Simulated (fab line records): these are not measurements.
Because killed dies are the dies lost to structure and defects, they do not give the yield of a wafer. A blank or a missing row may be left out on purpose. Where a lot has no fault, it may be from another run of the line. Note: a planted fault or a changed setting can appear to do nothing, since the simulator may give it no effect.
Matching of chambers :: flow n5Finfet :: N5_BEOL_M8_DEP_56 on pecvd-03 has 3 sister chambers
The step deposits SiCN from 3MS/NH3, target thk 10 nm, time 17.5 s. 3 wafers are shown with their chamber, then 10 later ones without.

== WAFERS WITH THEIR CHAMBER ==
wafer: L076.1
chamber: 2
showerheadPlenumPTorr (Torr): 3.650

wafer: L081.5
chamber: 1
showerheadPlenumPTorr (Torr): 3.670

wafer: L082.4
chamber: 0
showerheadPlenumPTorr (Torr): 3.654

== WAFERS WITH NO CHAMBER GIVEN ==
wafer: L082.5
showerheadPlenumPTorr (Torr): 3.652

wafer: L091.1
showerheadPlenumPTorr (Torr): 3.649

wafer: L091.2
showerheadPlenumPTorr (Torr): 3.668

wafer: L091.5
showerheadPlenumPTorr (Torr): 3.662

wafer: L092.1
showerheadPlenumPTorr (Torr): 3.651

wafer: L092.4
showerheadPlenumPTorr (Torr): 3.661

wafer: L092.5
showerheadPlenumPTorr (Torr): 3.649

wafer: L094.2
showerheadPlenumPTorr (Torr): 3.651

wafer: L094.3
showerheadPlenumPTorr (Torr): 3.647

wafer: L094.5
showerheadPlenumPTorr (Torr): 3.665

== THE CHAMBER EACH PASSED THROUGH ==
wafer: L082.5
from the rows above: can't be placed: 0 or 2
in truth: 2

wafer: L091.1
from the rows above: can't be placed: 2 or 0
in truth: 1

wafer: L091.2
from the rows above: 1
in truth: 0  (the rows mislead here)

wafer: L091.5
from the rows above: can't be placed: 0 or 1 or 2
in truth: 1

wafer: L092.1
from the rows above: can't be placed: 2 or 0
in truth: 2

wafer: L092.4
from the rows above: can't be placed: 0 or 1 or 2
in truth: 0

wafer: L092.5
from the rows above: can't be placed: 2 or 0
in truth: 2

wafer: L094.2
from the rows above: can't be placed: 2 or 0
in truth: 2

wafer: L094.3
from the rows above: can't be placed: 2 or 0
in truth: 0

wafer: L094.5
from the rows above: can't be placed: 1 or 0
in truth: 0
Placed correctly: 0 of 10. Unplaceable from these rows: 9, with the true chamber sitting among the candidates in 8. Wrongly placed: 1.
How it was worked out, from the rows above alone: a wafer's distance from a chamber is the root of the sum, over the readings, of the square of ((its reading less the chamber's mean) divided by the reading's scatter). If the next closest chamber is less than 2 further off than the closest, the wafer can't be placed; otherwise it belongs to the closest. The mean given for a chamber averages the wafers shown for that chamber. The scatter: with one shown wafer a chamber, the root of the mean of the squares of how far each hidden wafer lies from its nearest shown one.
